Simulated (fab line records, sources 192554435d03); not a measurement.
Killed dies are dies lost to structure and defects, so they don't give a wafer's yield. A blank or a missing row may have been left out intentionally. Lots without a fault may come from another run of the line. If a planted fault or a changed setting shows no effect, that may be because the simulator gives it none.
Lot-split experiment + flow n5Finfet + 39 wafers read from 7 lots, route of 1938 steps

== ON THE SPLIT ==
At N5_MOL_CONTACT_COAG_EXPOSE_81 (exposes mask VG, defocus 0 nm), the setting doseMj was moved away from the recipe's 59.5 on 15 of the 39 wafers read, by -6.8% to +7.9%. For the rest of the wafers, this setting stayed at what the recipe calls for.

== FROM THE SPLIT TO THE READING: what the file shows between them, 5 steps ==
- N5_MOL_CONTACT_COAG_PEB_82: peb time 60 s
- N5_MOL_CONTACT_COAG_DEVELOP_83: develop time 30 s
- N5_MOL_CONTACT_COAG_CD_MEAS_84: target cd 25.1 nm
- N5_MOL_CONTACT_COAG_PRECLEAN_144: cleans in alkaline clean, time 60 s
- N5_MOL_CONTACT_COAG_SRD_145: time 30 s

== THE READING ==
At N5_MOL_CONTACT_COAG_CD_MEAS_137: cdNm in nanometres, against a target cd of 16 nm. On this fab line, fault-free wafers typically give 15.93 nm with a standard deviation of 0.29 nm.

| wafer  | tool, chamber at the split | doseMj as run | against the recipe | cdNm, nm | against lot-mates on the recipe |
|--------|----------------------------|---------------|--------------------|----------|---------------------------------|
| L074.2 | euvScanner-02, 0           | 59.5          | recipe             | 16.48    | -                               |
| L074.4 | euvScanner-02, 0           | 59.5          | recipe             | 15.88    | -                               |
| L074.5 | euvScanner-02, 0           | 59.5          | recipe             | 15.95    | -                               |
| L077.1 | euvScanner-01, 0           | 55.48         | -6.8%              | 14.19    | -1.63                           |
| L077.2 | euvScanner-01, 0           | 59.5          | recipe             | 15.97    | -                               |
| L077.3 | euvScanner-01, 0           | 55.48         | -6.8%              | 14.86    | -0.96                           |
| L077.4 | euvScanner-01, 0           | 59.5          | recipe             | 15.82    | -                               |
| L077.5 | euvScanner-01, 0           | 55.48         | -6.8%              | 14.68    | -1.14                           |
| L077.6 | euvScanner-01, 0           | 59.5          | recipe             | 15.66    | -                               |
| L084.1 | euvScanner-02, 0           | 59.5          | recipe             | 15.93    | -                               |
| L084.2 | euvScanner-02, 0           | 61.69         | +3.7%              | 17.22    | +0.98                           |
| L084.3 | euvScanner-02, 0           | 61.69         | +3.7%              | 16.68    | +0.44                           |
| L084.4 | euvScanner-02, 0           | 61.69         | +3.7%              | 16.69    | +0.45                           |
| L084.5 | euvScanner-02, 0           | 59.5          | recipe             | 16.41    | -                               |
| L084.6 | euvScanner-02, 0           | 59.5          | recipe             | 16.37    | -                               |
| L086.1 | euvScanner-01, 0           | 64.2          | +7.9%              | 17.01    | +1.06                           |
| L086.2 | euvScanner-01, 0           | 59.5          | recipe             | 15.76    | -                               |
| L086.3 | euvScanner-01, 0           | 64.2          | +7.9%              | 17.36    | +1.41                           |
| L086.4 | euvScanner-01, 0           | 64.2          | +7.9%              | 17.25    | +1.30                           |
| L086.5 | euvScanner-01, 0           | 59.5          | recipe             | 16.24    | -                               |
| L086.6 | euvScanner-01, 0           | 59.5          | recipe             | 15.84    | -                               |
| L089.1 | euvScanner-01, 0           | 59.5          | recipe             | 16.09    | -                               |
| L089.2 | euvScanner-01, 0           | 59.5          | recipe             | 16.09    | -                               |
| L089.3 | euvScanner-01, 0           | 59.5          | recipe             | 15.78    | -                               |
| L089.4 | euvScanner-01, 0           | 59.5          | recipe             | 15.82    | -                               |
| L089.5 | euvScanner-01, 0           | 59.5          | recipe             | 15.74    | -                               |
| L089.6 | euvScanner-01, 0           | 59.5          | recipe             | 16.03    | -                               |
| L092.1 | euvScanner-02, 0           | 59.5          | recipe             | 15.97    | -                               |
| L092.2 | euvScanner-02, 0           | 63.34         | +6.5%              | 17.43    | +1.44                           |
| L092.3 | euvScanner-02, 0           | 63.34         | +6.5%              | 16.99    | +1.00                           |
| L092.4 | euvScanner-02, 0           | 63.34         | +6.5%              | 17.19    | +1.20                           |
| L092.5 | euvScanner-02, 0           | 59.5          | recipe             | 16.30    | -                               |
| L092.6 | euvScanner-02, 0           | 59.5          | recipe             | 15.71    | -                               |
| L097.1 | euvScanner-01, 0           | 59.5          | recipe             | 15.63    | -                               |
| L097.2 | euvScanner-01, 0           | 57.53         | -3.3%              | 15.19    | -0.62                           |
| L097.3 | euvScanner-01, 0           | 57.53         | -3.3%              | 15.37    | -0.44                           |
| L097.4 | euvScanner-01, 0           | 59.5          | recipe             | 15.70    | -                               |
| L097.5 | euvScanner-01, 0           | 59.5          | recipe             | 16.09    | -                               |
| L097.6 | euvScanner-01, 0           | 57.53         | -3.3%              | 15.08    | -0.73                           |

THE FIT
A straight line over all 39 wafers: cdNm changes by +0.19 nm for each +1% of doseMj; r = +0.94; the points scatter about the line by 0.26 nm.
The same after taking each lot's own level away (the mean of its wafers on the recipe; 39 wafers): +0.175 nm for each +1%; r = +0.95; scatter 0.21 nm.
According to that fit, moving doseMj by its largest amount changes the reading by 1.4 nm.
Across the lots, their own levels run from 15.807 to 16.237 nm, a range of 1.5 times the standard deviation given above.
The two slopes are in agreement: the lot-to-lot level therefore moves the slope only a little.
Check: for one of the wafers moved furthest among these (+7.9%), held out of the fit, the line's prediction against its lot-mates is +1.42 nm. It came out at +1.06 nm against them.

== OTHER SPLITS APPLIED TO THESE WAFERS ==
These wafers also went through other splits before the reading. Each is held against what the fit with the lots' levels taken away leaves over:
| other split on the same wafers        | wafers away from the commonest value | r with cdNm (lot level and that fit taken away) |
|---------------------------------------|--------------------------------------|-------------------------------------------------|
| N5_WELL_APT_EXPOSE_22 doseMj          | 6                                    | +0.10                                           |
| N5_DUMMY_GATE_ETCH_37 sourceW         | 9                                    | +0.22                                           |
| N5_SD_EPI_N_ETCH_35 sourceW           | 15                                   | +0.15                                           |
| N5_SD_EPI_P_SD_RECESS_17 targetDepthA | 12                                   | +0.05                                           |
| N5_HKMG_FIN_ETCH_54 sourceW           | 18                                   | +0.01                                           |
| N5_MOL_CONTACT_COAG_ETCH_110 biasW    | 9                                    | +0.20                                           |

== THE WHOLE CHAIN: every reading that the file lists as answering this split, in the file's order ==
| step                            | what it does      | reading | change (the file's fit)               | r (the file's) |
|---------------------------------|-------------------|---------|---------------------------------------|----------------|
| N5_MOL_CONTACT_COAG_CD_MEAS_84  | target cd 25.1 nm | cdNm    | +0.209 nm for each +1% of the setting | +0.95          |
| N5_MOL_CONTACT_COAG_CD_MEAS_137 | target cd 16 nm   | cdNm    | +0.175 nm for each +1% of the setting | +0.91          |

== FILE'S OWN FIT ==
cdNm changes by +0.175 nm for each +1% of doseMj, r = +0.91.
